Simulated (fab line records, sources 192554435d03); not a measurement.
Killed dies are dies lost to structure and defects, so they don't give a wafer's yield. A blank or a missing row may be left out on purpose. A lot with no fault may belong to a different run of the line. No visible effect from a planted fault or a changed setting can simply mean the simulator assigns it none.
Chamber matching ; flow n5Finfet ; 4 sister chambers for N5_BEOL_M0_SAQP_ETCH_83 on rieDiel-01
The step etches SiARC in CF4, target depth 39 nm, time 65 s. 4 wafers are shown with their chamber, then 7 later ones without.

== EACH WAFER AND ITS CHAMBER ==
wafer;chamber;showerheadPlenumPTorr (Torr)
L483.2;2;2.23
L484.4;3;2.07
L488.2;1;2.05
L488.3;0;2.19

== WAFERS WITH NO CHAMBER GIVEN ==
wafer;showerheadPlenumPTorr (Torr)
L488.6;2.19
L497.1;2.05
L497.2;2.18
L497.5;2.22
L498.1;2.05
L498.2;2.06
L498.4;2.18

== WHICH CHAMBER EACH WENT THROUGH ==
wafer;from the rows above;in truth
L488.6;0;0
L497.1;1;1
L497.2;0;0
L497.5;2;2
L498.1;1;1
L498.2;can't be placed: 3 or 1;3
L498.4;0;0
Correct placement for 6 of the 7. Can't be placed from these rows: 1 (the true chamber is among the candidates in 1). Number placed wrongly: 0.
How it was worked out, from the rows above alone: a wafer's distance from a chamber is the root of the sum, over the readings, of the square of ((its reading less the chamber's mean) divided by the reading's scatter). If the next closest chamber is less than 2 further off than the closest, the wafer can't be placed; otherwise it belongs to the closest. For every chamber, the mean is computed from those of its wafers that are shown. The scatter: root of mean squared gap, hidden wafer to nearest shown wafer, with one shown wafer a chamber.
